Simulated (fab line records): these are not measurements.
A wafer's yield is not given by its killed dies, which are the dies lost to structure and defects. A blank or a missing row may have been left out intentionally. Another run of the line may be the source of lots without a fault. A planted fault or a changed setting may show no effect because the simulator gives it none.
Matching of chambers | flow nand-harc | NHARC_A_SGD_CUT_CMP_21 on cmp-04 has 4 sister chambers
The step polishes, target thk 148.19 nm. 4 wafers are shown with their chamber, then 7 later ones without.

== WAFERS PAIRED WITH THEIR CHAMBERS ==
wafer  | chamber | motor-current-A (A)
L088.3 | 3       | 13.6
L089.5 | 1       | 13.4
L092.1 | 0       | 12.4
L092.3 | 2       | 9.6

== WAFERS WITH NO CHAMBER GIVEN ==
wafer  | motor-current-A (A)
L092.6 | 10.4
L095.1 | 12.1
L095.4 | 10.1
L095.5 | 11.4
L096.1 | 13.9
L096.2 | 12.4
L096.6 | 13.0

== WHICH CHAMBER EACH ONE RAN IN ==
wafer  | from the rows above          | in truth
L092.6 | 2                            | 2
L095.1 | can't be placed: 0 or 1      | 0
L095.4 | 2                            | 2
L095.5 | can't be placed: 0 or 2 or 1 | 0
L096.1 | can't be placed: 3 or 1      | 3
L096.2 | can't be placed: 0 or 1      | 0
L096.6 | can't be placed: 1 or 0 or 3 | 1
Correctly placed: 2 of 7. Unplaceable from these rows: 5, with the true chamber sitting among the candidates in 5. Wrongly placed: 0.
How it was worked out, from the rows above alone: a wafer's distance from a chamber is the root of the sum, over the readings, of the square of ((its reading less the chamber's mean) divided by the reading's scatter). The wafer belongs to the nearest chamber; if the next one is less than 2 further off, it can't be placed. Each chamber's mean is taken over the wafers shown for it. The scatter (one wafer shown for each chamber): square how far every hidden wafer sits from the nearest shown wafer, average those squares and take the square root.
